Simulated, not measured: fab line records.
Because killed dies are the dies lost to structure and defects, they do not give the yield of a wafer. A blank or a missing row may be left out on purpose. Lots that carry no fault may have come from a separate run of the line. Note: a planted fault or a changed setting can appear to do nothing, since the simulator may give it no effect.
The tool behind it: which one? + flow n5 finfet + 11 lots, 30 wafers sampled, at 5 steps of a route of 1938

== WHAT EACH GAUGE READ, for each wafer ==
N5_BEOL_M14_CD_MEAS_17: the cd target is 250 nm.
| lot  | measured     | on        | cd nm (nm)  |
|------|--------------|-----------|-------------|
| L643 | day 11 01:07 | cd sem-03 | 248 246 253 |
| L646 | day 11 17:30 | cd sem-02 | 247 249     |
| L645 | day 11 17:52 | cd sem-03 | 254 253 253 |
| L649 | day 12 15:28 | cd sem-03 | 249 251 251 |
| L653 | day 14 06:09 | cd sem-03 | 255 255 256 |
| L656 | day 14 23:08 | cd sem-01 | 251 249     |
| L657 | day 15 02:20 | cd sem-03 | 246 247 248 |
| L660 | day 16 02:58 | cd sem-03 | 252 246 254 |
| L664 | day 16 16:04 | cd sem-01 | 242 247 249 |
| L661 | day 17 01:59 | cd sem-03 | 253 245     |
| L666 | day 18 01:58 | cd sem-01 | 249 248 251 |

N5_BEOL_M14_CD_MEAS_28: the cd target is 284.4 nm.
| lot  | measured     | on        | cd nm (nm)        |
|------|--------------|-----------|-------------------|
| L643 | day 11 01:34 | cd sem-03 | 282.7 283.0 286.1 |
| L646 | day 11 17:50 | cd sem-01 | 284.2 286.0       |
| L645 | day 11 18:12 | cd sem-01 | 291.5 284.4 287.1 |
| L649 | day 12 15:47 | cd sem-03 | 258.3 254.0 256.1 |
| L653 | day 14 06:37 | cd sem-02 | 262.3 266.0 261.8 |
| L656 | day 14 23:35 | cd sem-01 | 278.1 282.1       |
| L657 | day 15 02:40 | cd sem-02 | 282.7 283.2 278.6 |
| L660 | day 16 03:18 | cd sem-03 | 283.6 284.6 285.9 |
| L664 | day 16 16:31 | cd sem-03 | 285.7 284.3 279.2 |
| L661 | day 17 02:19 | cd sem-01 | 283.3 284.2       |
| L666 | day 18 02:17 | cd sem-03 | 284.8 282.1 286.0 |

== WHICH TOOL RAN EACH LOT (tool, then ch and the chambers of the sampled wafers, then the start) ==
| lot  | N5_BEOL_M13_SPUTTER_45       | N5_BEOL_M13_DEP_53              | N5_BEOL_M14_EXPOSE_25             |
|------|------------------------------|---------------------------------|-----------------------------------|
| L643 | pvd sputter-03, day 10 22:10 | pecvd-02 ch 0,1,2, day 10 23:28 | krf scanner-02 ch 0, day 11 01:24 |
| L646 | pvd sputter-01, day 11 15:14 | pecvd-02 ch 0,1, day 11 16:14   | krf scanner-01 ch 0, day 11 17:40 |
| L645 | pvd sputter-02, day 11 15:40 | pecvd-01 ch 0,1,2, day 11 16:36 | krf scanner-01 ch 0, day 11 18:02 |
| L649 | pvd sputter-01, day 12 13:22 | pecvd-02 ch 1,2, day 12 14:19   | krf scanner-01 ch 0, day 12 15:37 |
| L653 | pvd sputter-01, day 14 03:51 | pecvd-01 ch 1, day 14 04:52     | krf scanner-01 ch 0, day 14 06:26 |
| L656 | pvd sputter-02, day 14 20:55 | pecvd-02 ch 0,2, day 14 21:52   | krf scanner-02 ch 0, day 14 23:25 |
| L657 | pvd sputter-03, day 14 23:49 | pecvd-01 ch 1,2, day 15 01:03   | krf scanner-02 ch 0, day 15 02:29 |
| L660 | pvd sputter-03, day 16 00:28 | pecvd-03 ch 0,1,2, day 16 01:42 | krf scanner-02 ch 0, day 16 03:07 |
| L664 | pvd sputter-01, day 16 13:51 | pecvd-02 ch 0,1, day 16 14:47   | krf scanner-02 ch 0, day 16 16:20 |
| L661 | pvd sputter-03, day 16 23:40 | pecvd-03 ch 0,1, day 17 00:38   | krf scanner-02 ch 0, day 17 02:10 |
| L666 | pvd sputter-03, day 17 23:41 | pecvd-02 ch 0,1, day 18 00:37   | krf scanner-02 ch 0, day 18 02:07 |
- N5_BEOL_M13_SPUTTER_45: material Cu, target thk 80 nm, time 13.33 s.
- N5_BEOL_M13_DEP_53: deposits SiCN from 3MS/NH3, target thk 50 nm, time 17.8 s.
- N5_BEOL_M14_EXPOSE_25: exposes mask M14, target cd 280 nm.

== AS READ BY THE TOOLS THEMSELVES (means over the sampled wafers that have a number; for cases with no such wafer, the mark the record gives instead) ==
N5_BEOL_M13_SPUTTER_45.
| lot  | tool           | throttle valve pct (%) |
|------|----------------|------------------------|
| L643 | pvd sputter-03 | 29.8                   |
| L646 | pvd sputter-01 | 29.4                   |
| L645 | pvd sputter-02 | 29.4                   |
| L649 | pvd sputter-01 | 30.1                   |
| L653 | pvd sputter-01 | 29.8                   |
| L656 | pvd sputter-02 | 29.9                   |
| L657 | pvd sputter-03 | 30.0                   |
| L660 | pvd sputter-03 | 29.7                   |
| L664 | pvd sputter-01 | 30.1                   |
| L661 | pvd sputter-03 | 30.2                   |
| L666 | pvd sputter-03 | 30.0                   |

N5_BEOL_M13_DEP_53.
| lot  | tool     | chamber pressure Torr (Torr) | showerhead plenum p Torr (Torr) | throttle valve pct (%) |
|------|----------|------------------------------|---------------------------------|------------------------|
| L643 | pecvd-02 | 3.000                        | 4.164                           | 18.5                   |
| L646 | pecvd-02 | 3.002                        | 4.192                           | 18.9                   |
| L645 | pecvd-01 | 3.000                        | 4.169                           | 17.3                   |
| L649 | pecvd-02 | 3.001                        | 4.169                           | 18.8                   |
| L653 | pecvd-01 | 2.993                        | 4.157                           | 17.3                   |
| L656 | pecvd-02 | 3.008                        | 4.148                           | 18.4                   |
| L657 | pecvd-01 | 3.000                        | 4.160                           | 17.0                   |
| L660 | pecvd-03 | 2.999                        | 4.161                           | 18.0                   |
| L664 | pecvd-02 | 2.994                        | 4.184                           | 18.7                   |
| L661 | pecvd-03 | 2.998                        | 4.168                           | 18.4                   |
| L666 | pecvd-02 | 2.993                        | 4.193                           | 18.8                   |

N5_BEOL_M14_EXPOSE_25.
| lot  | tool           | exposure dose mJ cm2 | focus offset nm (nm) | reticle temp C (C) |
|------|----------------|----------------------|----------------------|--------------------|
| L643 | krf scanner-02 | 26.577               | -0.1                 | 22.86              |
| L646 | krf scanner-01 | 26.554               | -1.1                 | 23.00              |
| L645 | krf scanner-01 | 26.560               | 0.0                  | 22.91              |
| L649 | krf scanner-01 | 22.711               | 0.2                  | 23.13              |
| L653 | krf scanner-01 | 23.484               | 0.5                  | 22.93              |
| L656 | krf scanner-02 | 26.560               | -0.1                 | 22.95              |
| L657 | krf scanner-02 | 26.577               | -0.9                 | 22.97              |
| L660 | krf scanner-02 | 26.544               | 0.1                  | 23.07              |
| L664 | krf scanner-02 | 26.561               | 0.5                  | 23.07              |
| L661 | krf scanner-02 | 26.523               | -0.7                 | 23.00              |
| L666 | krf scanner-02 | 26.578               | 0.0                  | 23.16              |

== THE ANSWER, worked out from the rows above alone ==
Rule: usual is defined by the lots themselves. The widest of any qualifying gaps counts: lots, ordered by their means at a reading, are off when they make up no more than a third of the lots, leave a main group of 4 or more, and stand apart from it by 3 or more times the standard deviation of that group's means. Not used: any main group whose means are identical at the precision the tables above print for the reading. Also off: a lot with no number at a reading for which 4 or more lots have one. Where the step has rows for the other lots, those lots are counted as sound. First the gauges in route order, then the tools' own readings, where a lot's mean is used as printed above. At the first step where some lot is off, the reading lying furthest off is the one used; lots without a number count as furthest.
Off, at N5_BEOL_M14_CD_MEAS_28 on cd nm: L649, L653. Main group: mean 283.8 nm, sd 2.
A tool fits if, at a process step before that reading, it ran every lot that is off, and no sound lot after the first of them. Not tried: the gauges at N5_BEOL_M14_CD_MEAS_28; whatever is off there is also off at N5_BEOL_M14_EXPOSE_25, on other tools, and gauge error can't account for it. One candidate fits, namely krf scanner-01 at N5_BEOL_M14_EXPOSE_25. A fault onset in the window from L645 (day 11 18:02, its last sound lot) to L649 (day 12 15:37, its first lot off) fits.
On the lots that are off, the tool's own readings at N5_BEOL_M14_EXPOSE_25 differ by more than 5 times the standard deviation of the sound lots' means, which bears it out; exposure dose mJ cm2 reads 23.098 there versus 26.559 on the sound lots.

== WHAT THE SIMULATOR PUT IN ==
Process parameters drifting: krf scanner-01 at N5_BEOL_M14_EXPOSE_25, beginning at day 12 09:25. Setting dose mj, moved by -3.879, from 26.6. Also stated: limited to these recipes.
Shown lots that were struck: L649, L653. The rule given above showed the same thing.
